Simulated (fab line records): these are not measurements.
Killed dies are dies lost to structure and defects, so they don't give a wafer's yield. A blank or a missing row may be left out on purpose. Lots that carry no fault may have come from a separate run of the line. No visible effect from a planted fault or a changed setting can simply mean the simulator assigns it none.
Struck lot and sound lot, side by side ; flow nand_harc ; 15 out of 1302 route steps
Sound: these wafers, L819.1, L819.3, L819.6. Struck: wafer L807.6. (L807.2, L807.5 of the same lot were not struck and are left out.) The cause comes at the end.
At each step with rows: each side's tool, then ch and its chambers, then its first start. Under that, the readings that differ: sound wafers ; struck wafers ; difference of the means ; sigmas: that difference in standard deviations of wafers without a fault.
alike: words and numbers the same on both sides, and readings whose means are apart by under 2 such deviations; not compared: readings that were withheld, readings missing a value for some wafer, numbers with overlapping values and no deviation given by the record, and bounds like >300 which may hide the same value.
Wherever a step has rows on one side only, a row that says differs or no value, or a row with sigmas, the two part there. When numbers do not overlap yet have no deviation, they are printed without sigmas and do not part them. A reading that every wafer of one side lacks parts them only if that side has two wafers or more.

first, 4 steps without rows for these wafers: NHARC_P_BONDPAD_EBR_05; NHARC_P_BONDPAD_EXPOSE_06 (exposes mask P BPAD); NHARC_P_BONDPAD_PEB_07 (peb time 80 s); NHARC_P_BONDPAD_DEVELOP_08 (time 50 s).
NHARC_P_BONDPAD_CD_MEAS_09: target cd 500 nm.
  sound on cd_sem-03 ch 0, day 13 19:09; struck on cd_sem-02 ch 0, day 8 21:10
reading;sound;struck;difference;sigmas
cd_nm (nm);499.0 497.6 496.8;503.4;+5.6;+3
NHARC_P_BONDPAD_OVL_MEAS_38:
  sound on overlay-02, day 13 19:14; struck on overlay-01, day 8 21:15
  alike: overlay_x_nm, overlay_y_nm
then, 1 step without rows for these wafers: NHARC_P_BONDPAD_HARDBAKE_10 (time 65 s).
NHARC_P_BONDPAD_DESCUM_11: chemistry O2, time 3 s.
  sound on rie_diel-13 ch 0,2,3, day 13 19:22; struck on rie_diel-07 ch 3, day 8 21:23
  alike: drypump_motor_current_A, mfc_ar_sccm, oes_product_au, rf_vpp_V, showerhead_plenum_p_Torr, throttle_valve_pct
  not compared: rf_hours_counter_h
NHARC_P_BONDPAD_ETCH_37: etches the open film in N2/H2, target depth 60 nm, overetch 18 nm, time 65.91 s.
  sound on rie_diel-13 ch 1,2,3, day 13 19:28; struck on rie_diel-07 ch 3, day 8 21:29
  alike: drypump_motor_current_A, h2_flow_sccm, mfc_ar_sccm, oes_product_au, rf_fwd_power_W, rf_vpp_V, showerhead_plenum_p_Torr, throttle_valve_pct
  not compared: rf_hours_counter_h
NHARC_P_BONDPAD_ETCH_12: etches the open film in CHF3/O2, target depth 200 nm, time 100 s.
  sound: rie_diel-13 ch 1,2,3; struck: rie_diel-07 ch 2
  alike: drypump_motor_current_A, mfc_ar_sccm, oes_product_au, rf_fwd_power_W, rf_vpp_V, showerhead_plenum_p_Torr, throttle_valve_pct
  not compared: rf_hours_counter_h
NHARC_P_BONDPAD_CD_MEAS_13:
  sound on cd_sem-03, day 13 19:41; struck on cd_sem-01, day 8 21:44
  alike: cd_nm
NHARC_P_BONDPAD_STRIP_15: strips in O2.
  sound on rie_diel-13 ch 0,1,3, day 13 19:47; struck on rie_diel-06 ch 1, day 8 21:49
reading;sound;struck;difference;sigmas
oes_product_au (a.u.);0.980 0.999 0.993;1.021;+0.030;+3
  alike: drypump_motor_current_A, mfc_ar_sccm, rf_vpp_V, showerhead_plenum_p_Torr, throttle_valve_pct
  not compared: rf_hours_counter_h
NHARC_P_BONDPAD_ETCH_24: etches the open film in CF4/N2, target depth 30 nm, time 72.99 s.
  sound on rie_diel-13 ch 1,3, day 13 19:55; struck on rie_diel-06 ch 2, day 8 21:59
reading;sound;struck;difference;sigmas
oes_product_au (a.u.);1.007 1.004 0.998;0.763;-0.240;-26
rf_fwd_power_W (W);297.8 298.1 297.8;176.9;-121.0;-99 or more
  alike: drypump_motor_current_A, mfc_ar_sccm, rf_vpp_V, showerhead_plenum_p_Torr, throttle_valve_pct
  not compared: rf_hours_counter_h
then, 1 step without rows for these wafers: NHARC_P_BONDPAD_STRIP_16 (strips in post etch residue remover, time 600 s).
-- the record jumps here: 18 days lie between the struck wafers' starts before and after (it left off in module P_BONDPAD and takes up again in module END, whose first step shown is number 1302 of the route) --
NHARC_END_SORT_01:
  here the record holds rows for the struck wafers (prober-01 ch 0, day 27 07:17) but none for the sound ones

## WHERE THEY PART
At NHARC_P_BONDPAD_CD_MEAS_09 first; at NHARC_END_SORT_01 last (within this record only).

WHY: whatever the simulator had introduced
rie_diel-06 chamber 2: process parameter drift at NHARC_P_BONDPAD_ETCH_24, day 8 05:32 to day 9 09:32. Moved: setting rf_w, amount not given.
